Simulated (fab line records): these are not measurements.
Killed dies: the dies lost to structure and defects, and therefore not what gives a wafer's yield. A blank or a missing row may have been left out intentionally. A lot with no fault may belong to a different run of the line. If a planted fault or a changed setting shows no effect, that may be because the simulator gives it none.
A lot that was struck, set against a sound lot || flow nand_harc || 30 out of 1159 route steps
Sound: these wafers, L398.2, L398.3, L398.5. Wafers L411.2, L411.4, L411.5 were the ones struck. At the end, the cause is stated.
At each step with rows: each side's tool, then ch and its chambers, then its first start. Under that, the readings that differ: sound wafers || struck wafers || difference of the means || sigmas: that difference in standard deviations of wafers without a fault.
alike: readings whose means differ by less than 2 such deviations, and words and numbers that are the same on both sides. not compared: withheld readings, readings that some wafer has no value for, bounds like >300 that may hide the same value, and numbers for which the record gives no deviation and whose values overlap.
The two part at a step that has a row with sigmas, a row that says differs or no value, or rows on one side only. Numbers that don't overlap but have no deviation are shown without sigmas and don't part them. A reading that every wafer of one side lacks parts them only if that side has two wafers or more.

first, 2 steps without rows for these wafers: NHARC_A_WL_FILL_ALD_10 (deposits SiO2, target thk 50 nm, pulse time 10 s, ald cycles 500); NHARC_A_WL_FILL_ETCHBACK_16 (etches the open film in C4F8/O2/Ar, target depth 88 nm, time 17.6 s).
NHARC_A_WL_FILL_STRIP_29: strips in O2, time 20 s.
  sound on rie_diel-03 ch 0,1,2, day 16 09:11; struck on rie_diel-03 ch 0,3, day 19 13:57
  alike: drypump_motor_current_A, o2_flow_sccm, oes_product_au, rf_vpp_V, showerhead_plenum_p_Torr, throttle_valve_pct
  not compared: rf_hours_counter_h
NHARC_A_WL_FILL_ETCHBACK_17: etches the open film in Cl2/BCl3, target depth 4 nm, time 26.7 s.
  sound on rie_metal-01 ch 0,1, day 16 09:18; struck on rie_metal-02 ch 0,1, day 19 14:02
  alike: drypump_motor_current_A, oes_product_au
  not compared: rf_hours_counter_h
then, 3 steps without rows for these wafers: NHARC_A_WL_FILL_PRECLEAN_18 (cleans in dHF, time 30 s); NHARC_A_WL_FILL_SRD_21; NHARC_A_WL_FILL_CVD_23 (deposits poly-Si, target thk 40 nm, time 800 s).
NHARC_A_WL_FILL_ETCHBACK_26: etches the open film in HBr, target depth 52 nm, time 13.3 s.
  sound on rie_si-04 ch 0,2, day 16 14:20; struck on rie_si-04 ch 0,2,3, day 19 19:25
  alike: drypump_motor_current_A, oes_product_au, throttle_valve_pct
  not compared: rf_hours_counter_h
then, 4 steps without rows for these wafers: NHARC_A_WL_FILL_PRECLEAN_30 (cleans in dHF, time 10 s); NHARC_A_WL_FILL_SRD_14; NHARC_A_WL_FILL_ALD_19 (deposits TiN, target thk 2 nm, pulse time 3 s, ald cycles 100); NHARC_A_WL_FILL_CVD_20 (deposits W, target thk 75 nm, time 5064 s).
NHARC_A_WL_FILL_CMP_12: polishes, t overpolish 30 s, target thk 75 nm.
  sound on cmp-01 ch 0,3, day 16 22:01; struck on cmp-01 ch 1,3, day 20 02:33
  alike: motor_current_A, overpolish_run_s, slurry_filter_dp_kPa, time_to_endpoint_s
following that, these wafers have no rows for 1 step: NHARC_A_WL_FILL_SRD_31.
NHARC_A_WL_FILL_INSPECT_15:
  sound on defect_inspect-02, day 16 22:29; struck on defect_inspect-01, day 20 03:11
{"reading": "raw_defect_count", "sound": "346 532 501", "struck": "1555 1418 1558", "difference": "+1051", "sigmas": "+8"}
  not compared: hold
NHARC_A_CONTACT_DEP_28: deposits aC, target thk 3600 nm.
  sound on acl_dep-01 ch 0, day 16 23:51; struck on acl_dep-02 ch 0, day 20 10:53
  alike: throttle_valve_pct
NHARC_A_CONTACT_DEP_29: deposits SiON, target thk 70 nm.
  sound on pecvd-01 ch 1,2, day 17 01:42; struck on pecvd-04 ch 0,2, day 20 12:44
  alike: heater_power_w
then, 10 steps without rows for these wafers: NHARC_A_CONTACT_DEHYDRATE_32 (time 120 s); NHARC_A_CONTACT_HMDS_33 (time 30 s); NHARC_A_CONTACT_COAT_34 (time 75 s); NHARC_A_CONTACT_COAT_35 (time 65 s); NHARC_A_CONTACT_COAT_36 (resist thk 90 nm); NHARC_A_CONTACT_SOFTBAKE_37 (time 55 s); NHARC_A_CONTACT_EBR_38; NHARC_A_CONTACT_EXPOSE_39 (exposes mask A CC 3); NHARC_A_CONTACT_PEB_40 (peb time 65 s); NHARC_A_CONTACT_DEVELOP_41 (develop time 35 s).
NHARC_A_CONTACT_CD_MEAS_42: target cd 200 nm.
  sound on cd_sem-01 ch 0, day 17 02:26; struck on cd_sem-03 ch 0, day 20 13:19
  alike: cd_nm
NHARC_A_CONTACT_OVL_MEAS_43:
  sound on overlay-02, day 17 02:31; struck on overlay-01, day 20 13:24
{"reading": "overlay_y_nm (nm)", "sound": "-1.8 -1.6 -1.5", "struck": "0.6 -0.3 -0.2", "difference": "+1.7", "sigmas": "+2"}
  alike: overlay_x_nm
NHARC_END_SORT_01:
  the record has rows for the sound wafers here (prober-02 ch 0, day 20 17:04) and none for the struck ones

== WHERE THEY PART ==
At NHARC_A_WL_FILL_INSPECT_15 first; at NHARC_END_SORT_01 last (within this record only).

WHY: what the simulator had put in
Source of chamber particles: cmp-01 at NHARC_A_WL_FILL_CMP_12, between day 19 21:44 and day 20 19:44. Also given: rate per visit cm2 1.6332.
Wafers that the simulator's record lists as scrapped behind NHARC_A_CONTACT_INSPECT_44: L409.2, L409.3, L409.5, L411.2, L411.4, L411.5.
